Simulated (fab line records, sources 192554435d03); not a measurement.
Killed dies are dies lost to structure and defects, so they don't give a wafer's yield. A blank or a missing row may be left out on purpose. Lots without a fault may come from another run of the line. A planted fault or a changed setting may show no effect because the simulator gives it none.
Chamber matching | flow n5_finfet | N5_BEOL_M5_ILD_DEP_00 on pecvd-02: 3 sister chambers
The step deposits SiCOH lowk from DEMS/porogen, target thk 140.64 nm, time 25.9 s. 14 wafers are shown with their chamber, then 7 later ones without.

WAFERS WITH THEIR CHAMBER
wafer  | chamber | heater_power_w (W) | heater_power_outer_w (W) | showerhead_plenum_p_Torr (Torr)
L078.1 | 0       | 299                | 140                      | 5.718
L078.3 | 1       | 367                | 157                      | 5.723
L078.4 | 0       | 296                | 141                      | 5.727
L081.1 | 2       | 427                | 231                      | 5.742
L081.3 | 1       | 346                | 145                      | 5.707
L081.4 | 1       | 350                | 146                      | 5.725
L083.1 | 0       | 292                | 138                      | 5.728
L083.5 | 1       | 333                | 142                      | 5.728
L083.6 | 0       | 292                | 138                      | 5.713
L090.2 | 0       | 294                | 138                      | 5.722
L090.4 | 1       | 333                | 145                      | 5.707
L090.5 | 0       | 291                | 142                      | 5.721
L079.1 | 2       | 426                | 221                      | 5.741
L079.2 | 1       | 323                | 135                      | 5.709

SIGNATURES (means of the wafers above)
reading                  | chamber 0 | chamber 1 | chamber 2 | scatter within a chamber
heater_power_w           | 294.00    | 342.00    | 426.50    | 10.8
heater_power_outer_w     | 139.50    | 145.00    | 226.00    | 5.39
showerhead_plenum_p_Torr | 5.72150   | 5.71650   | 5.74150   | 0.00764
Rule: a wafer's distance from a chamber is the root of the sum, over the readings, of the square of ((its reading less the chamber's mean) divided by the reading's scatter). The wafer belongs to the nearest chamber; if the next one is less than 2 further off, it can't be placed. The scatter: the root of (the sum of the squares of (reading less its chamber's mean) over the shown wafers, divided by (wafers less chambers)).

WAFERS WITHOUT THEIR CHAMBER
wafer  | heater_power_w (W) | heater_power_outer_w (W) | showerhead_plenum_p_Torr (Torr)
L079.6 | 433                | 224                      | 5.752
L096.1 | 321                | 159                      | 5.722
L096.3 | 448                | 243                      | 5.729
L096.6 | 444                | 241                      | 5.730
L094.1 | 337                | 154                      | 5.713
L094.2 | 302                | 131                      | 5.714
L094.6 | 291                | 136                      | 5.717

WHICH CHAMBER EACH WENT THROUGH
wafer  | from the rows above     | in truth
L079.6 | 2                       | 2
L096.1 | can't be placed: 1 or 0 | 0
L096.3 | 2                       | 2
L096.6 | 2                       | 2
L094.1 | 1                       | 1
L094.2 | 0                       | 0
L094.6 | 0                       | 0
Placed correctly: 6 of 7. Can't be placed from these rows: 1 (the true chamber is among the candidates in 1). Placed wrongly: 0.
